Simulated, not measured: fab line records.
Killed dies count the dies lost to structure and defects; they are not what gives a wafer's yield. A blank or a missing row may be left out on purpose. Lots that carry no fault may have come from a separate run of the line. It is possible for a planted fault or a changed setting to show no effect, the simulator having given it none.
Which of the tools did it? :: flow nand harc :: at 1 step of a route of 1302, 12 lots with 36 wafers sampled

== WHAT EACH GAUGE READ, for each wafer ==
NHARC_A_SLIT_INSPECT_11.
lot: L074
measured: day 20 10:55
on: defect inspect-01
raw defect count: 26 33 17

lot: L077
measured: day 21 14:25
on: defect inspect-02
raw defect count: 58 73 56

lot: L081
measured: day 23 19:28
on: defect inspect-01
raw defect count: 12 21 16

lot: L084
measured: day 24 11:46
on: defect inspect-02
raw defect count: 95 85 72

lot: L083
measured: day 24 15:34
on: defect inspect-02
raw defect count: 37 51 38

lot: L085
measured: day 25 09:50
on: defect inspect-01
raw defect count: 75 81 69

lot: L088
measured: day 25 13:44
on: defect inspect-02
raw defect count: 65 66 66

lot: L089
measured: day 25 21:51
on: defect inspect-01
raw defect count: 80 85 100

lot: L091
measured: day 26 03:53
on: defect inspect-02
raw defect count: 76 55 63

lot: L093
measured: day 27 22:40
on: defect inspect-01
raw defect count: 37 41 31

lot: L095
measured: day 29 10:38
on: defect inspect-01
raw defect count: 11 12 12

lot: L097
measured: day 30 22:29
on: defect inspect-02
raw defect count: 24 10 13

== WHICH TOOL RAN EACH LOT (tool, then ch and the chambers of the sampled wafers, then the start) ==
The record shows no process step preceding these readings.

== THE ANSWER, worked out from the rows above alone ==
Rule: usual is defined by the lots themselves. The widest of any qualifying gaps counts: lots, ordered by their means at a reading, are off when they make up no more than a third of the lots, leave a main group of 4 or more, and stand apart from it by 3 or more times the standard deviation of that group's means. If all means in a main group match to the digits the tables above print for the reading, that group is not used. Also off: a lot with no number at a reading for which 4 or more lots have one. The other lots that the step has rows for count as sound.
Across all readings shown, no lot is off: no conclusion can be drawn from this.

== WHAT THE SIMULATOR HAD PUT IN ==
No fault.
